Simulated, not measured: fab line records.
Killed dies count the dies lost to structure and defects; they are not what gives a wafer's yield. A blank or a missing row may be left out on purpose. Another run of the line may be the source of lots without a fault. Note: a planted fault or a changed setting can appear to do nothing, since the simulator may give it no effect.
Matching of chambers :: flow nand_harc :: NHARC_A_STAIRCASE_DESCUM_219 on rie_diel-11 has 4 sister chambers
The step chemistry O2, time 3 s. 36 wafers are shown with their chamber, then 12 later ones without.

== WAFERS PAIRED WITH THEIR CHAMBERS ==
wafer: L074.1
chamber: 0
showerhead_plenum_p_Torr (Torr): 1.82
drypump_motor_current_A (A): 6.1
oes_product_au (a.u.): 1.005

wafer: L074.3
chamber: 3
showerhead_plenum_p_Torr (Torr): 1.88
drypump_motor_current_A (A): 6.0
oes_product_au (a.u.): 0.984

wafer: L074.4
chamber: 2
showerhead_plenum_p_Torr (Torr): 1.85
drypump_motor_current_A (A): 6.4
oes_product_au (a.u.): 1.006

wafer: L077.1
chamber: 0
showerhead_plenum_p_Torr (Torr): 1.82
drypump_motor_current_A (A): 6.1
oes_product_au (a.u.): 1.019

wafer: L077.2
chamber: 3
showerhead_plenum_p_Torr (Torr): 1.88
drypump_motor_current_A (A): 6.0
oes_product_au (a.u.): 1.002

wafer: L077.3
chamber: 1
showerhead_plenum_p_Torr (Torr): 1.97
drypump_motor_current_A (A): 5.7
oes_product_au (a.u.): 0.996

wafer: L077.4
chamber: 2
showerhead_plenum_p_Torr (Torr): 1.85
drypump_motor_current_A (A): 6.5
oes_product_au (a.u.): 1.010

wafer: L077.5
chamber: 2
showerhead_plenum_p_Torr (Torr): 1.85
drypump_motor_current_A (A): 6.4
oes_product_au (a.u.): 1.013

wafer: L077.6
chamber: 1
showerhead_plenum_p_Torr (Torr): 1.97
drypump_motor_current_A (A): 5.7
oes_product_au (a.u.): 0.995

wafer: L075.2
chamber: 1
showerhead_plenum_p_Torr (Torr): 1.97
drypump_motor_current_A (A): 5.7
oes_product_au (a.u.): 0.996

wafer: L075.4
chamber: 0
showerhead_plenum_p_Torr (Torr): 1.82
drypump_motor_current_A (A): 6.0
oes_product_au (a.u.): 1.012

wafer: L075.5
chamber: 1
showerhead_plenum_p_Torr (Torr): 1.97
drypump_motor_current_A (A): 5.7
oes_product_au (a.u.): 0.990

wafer: L075.1
chamber: 2
showerhead_plenum_p_Torr (Torr): 1.85
drypump_motor_current_A (A): 6.4
oes_product_au (a.u.): 1.007

wafer: L075.3
chamber: 3
showerhead_plenum_p_Torr (Torr): 1.88
drypump_motor_current_A (A): 6.0
oes_product_au (a.u.): 0.992

wafer: L075.6
chamber: 0
showerhead_plenum_p_Torr (Torr): 1.82
drypump_motor_current_A (A): 6.0
oes_product_au (a.u.): 1.007

wafer: L079.1
chamber: 3
showerhead_plenum_p_Torr (Torr): 1.88
drypump_motor_current_A (A): 6.0
oes_product_au (a.u.): 0.997

wafer: L079.2
chamber: 0
showerhead_plenum_p_Torr (Torr): 1.82
drypump_motor_current_A (A): 6.1
oes_product_au (a.u.): 1.022

wafer: L079.6
chamber: 0
showerhead_plenum_p_Torr (Torr): 1.82
drypump_motor_current_A (A): 6.2
oes_product_au (a.u.): 1.019

wafer: L079.3
chamber: 2
showerhead_plenum_p_Torr (Torr): 1.85
drypump_motor_current_A (A): 6.4
oes_product_au (a.u.): 1.000

wafer: L079.4
chamber: 1
showerhead_plenum_p_Torr (Torr): 1.97
drypump_motor_current_A (A): 5.7
oes_product_au (a.u.): 1.002

wafer: L079.5
chamber: 3
showerhead_plenum_p_Torr (Torr): 1.88
drypump_motor_current_A (A): 6.0
oes_product_au (a.u.): 1.002

wafer: L081.2
chamber: 3
showerhead_plenum_p_Torr (Torr): 1.87
drypump_motor_current_A (A): 6.0
oes_product_au (a.u.): 0.992

wafer: L081.3
chamber: 2
showerhead_plenum_p_Torr (Torr): 1.85
drypump_motor_current_A (A): 6.4
oes_product_au (a.u.): 1.018

wafer: L081.4
chamber: 1
showerhead_plenum_p_Torr (Torr): 1.97
drypump_motor_current_A (A): 5.7
oes_product_au (a.u.): 1.002

wafer: L082.1
chamber: 3
showerhead_plenum_p_Torr (Torr): 1.87
drypump_motor_current_A (A): 6.0
oes_product_au (a.u.): 1.006

wafer: L082.4
chamber: 0
showerhead_plenum_p_Torr (Torr): 1.82
drypump_motor_current_A (A): 6.1
oes_product_au (a.u.): 1.012

wafer: L082.6
chamber: 0
showerhead_plenum_p_Torr (Torr): 1.82
drypump_motor_current_A (A): 6.0
oes_product_au (a.u.): 1.015

wafer: L085.3
chamber: 0
showerhead_plenum_p_Torr (Torr): 1.81
drypump_motor_current_A (A): 6.0
oes_product_au (a.u.): 1.006

wafer: L085.5
chamber: 2
showerhead_plenum_p_Torr (Torr): 1.84
drypump_motor_current_A (A): 6.4
oes_product_au (a.u.): 0.995

wafer: L085.6
chamber: 1
showerhead_plenum_p_Torr (Torr): 1.97
drypump_motor_current_A (A): 5.7
oes_product_au (a.u.): 0.992

wafer: L086.1
chamber: 3
showerhead_plenum_p_Torr (Torr): 1.87
drypump_motor_current_A (A): 6.0
oes_product_au (a.u.): 1.004

wafer: L086.3
chamber: 0
showerhead_plenum_p_Torr (Torr): 1.81
drypump_motor_current_A (A): 6.1
oes_product_au (a.u.): 0.999

wafer: L086.4
chamber: 2
showerhead_plenum_p_Torr (Torr): 1.84
drypump_motor_current_A (A): 6.4
oes_product_au (a.u.): 0.995

wafer: L089.1
chamber: 1
showerhead_plenum_p_Torr (Torr): 1.96
drypump_motor_current_A (A): 5.7
oes_product_au (a.u.): 0.989

wafer: L089.4
chamber: 0
showerhead_plenum_p_Torr (Torr): 1.81
drypump_motor_current_A (A): 6.0
oes_product_au (a.u.): 1.013

wafer: L089.5
chamber: 2
showerhead_plenum_p_Torr (Torr): 1.84
drypump_motor_current_A (A): 6.4
oes_product_au (a.u.): 0.997

SIGNATURES (averages over the wafers above)
reading: showerhead_plenum_p_Torr
chamber 0: 1.8173
chamber 1: 1.9688
chamber 2: 1.8467
chamber 3: 1.8762
scatter within a chamber: 0.00465

reading: drypump_motor_current_A
chamber 0: 6.064
chamber 1: 5.700
chamber 2: 6.411
chamber 3: 6.000
scatter within a chamber: 0.0412

reading: oes_product_au
chamber 0: 1.01173
chamber 1: 0.99525
chamber 2: 1.00456
chamber 3: 0.99738
scatter within a chamber: 0.00708
Rule: for each reading, subtract the chamber's mean from the wafer's reading, divide by that reading's scatter and square the result; add these up over the readings and take the root, which gives the wafer's distance from the chamber. The wafer belongs to the nearest chamber; if the next one is less than 2 further off, it can't be placed. The scatter: take each reading less its chamber's mean, square it, sum over the shown wafers, divide by the number of wafers less the number of chambers, and take the root.

== WAFERS WITHOUT THEIR CHAMBER ==
wafer: L092.1
showerhead_plenum_p_Torr (Torr): 1.81
drypump_motor_current_A (A): 6.0
oes_product_au (a.u.): 1.003

wafer: L092.2
showerhead_plenum_p_Torr (Torr): 1.87
drypump_motor_current_A (A): 6.0
oes_product_au (a.u.): 1.003

wafer: L092.3
showerhead_plenum_p_Torr (Torr): 1.84
drypump_motor_current_A (A): 6.4
oes_product_au (a.u.): 1.004

wafer: L092.4
showerhead_plenum_p_Torr (Torr): 1.96
drypump_motor_current_A (A): 5.7
oes_product_au (a.u.): 0.997

wafer: L092.5
showerhead_plenum_p_Torr (Torr): 1.96
drypump_motor_current_A (A): 5.7
oes_product_au (a.u.): 1.000

wafer: L092.6
showerhead_plenum_p_Torr (Torr): 1.81
drypump_motor_current_A (A): 6.0
oes_product_au (a.u.): 1.006

wafer: L093.1
showerhead_plenum_p_Torr (Torr): 1.96
drypump_motor_current_A (A): 5.7
oes_product_au (a.u.): 0.993

wafer: L093.3
showerhead_plenum_p_Torr (Torr): 1.81
drypump_motor_current_A (A): 6.1
oes_product_au (a.u.): 1.005

wafer: L093.6
showerhead_plenum_p_Torr (Torr): 1.96
drypump_motor_current_A (A): 5.7
oes_product_au (a.u.): 0.990

wafer: L096.1
showerhead_plenum_p_Torr (Torr): 1.96
drypump_motor_current_A (A): 5.7
oes_product_au (a.u.): 0.991

wafer: L096.2
showerhead_plenum_p_Torr (Torr): 1.87
drypump_motor_current_A (A): 6.0
oes_product_au (a.u.): 0.993

wafer: L096.6
showerhead_plenum_p_Torr (Torr): 1.87
drypump_motor_current_A (A): 6.0
oes_product_au (a.u.): 0.990

== THE CHAMBER EACH PASSED THROUGH ==
wafer: L092.1
from the rows above: 0
in truth: 0

wafer: L092.2
from the rows above: 3
in truth: 3

wafer: L092.3
from the rows above: 2
in truth: 2

wafer: L092.4
from the rows above: 1
in truth: 1

wafer: L092.5
from the rows above: 1
in truth: 1

wafer: L092.6
from the rows above: 0
in truth: 0

wafer: L093.1
from the rows above: 1
in truth: 1

wafer: L093.3
from the rows above: 0
in truth: 0

wafer: L093.6
from the rows above: 1
in truth: 1

wafer: L096.1
from the rows above: 1
in truth: 1

wafer: L096.2
from the rows above: 3
in truth: 3

wafer: L096.6
from the rows above: 3
in truth: 3
12 of 12 placed correctly. Number that these rows cannot place: 0. Number placed wrongly: 0.
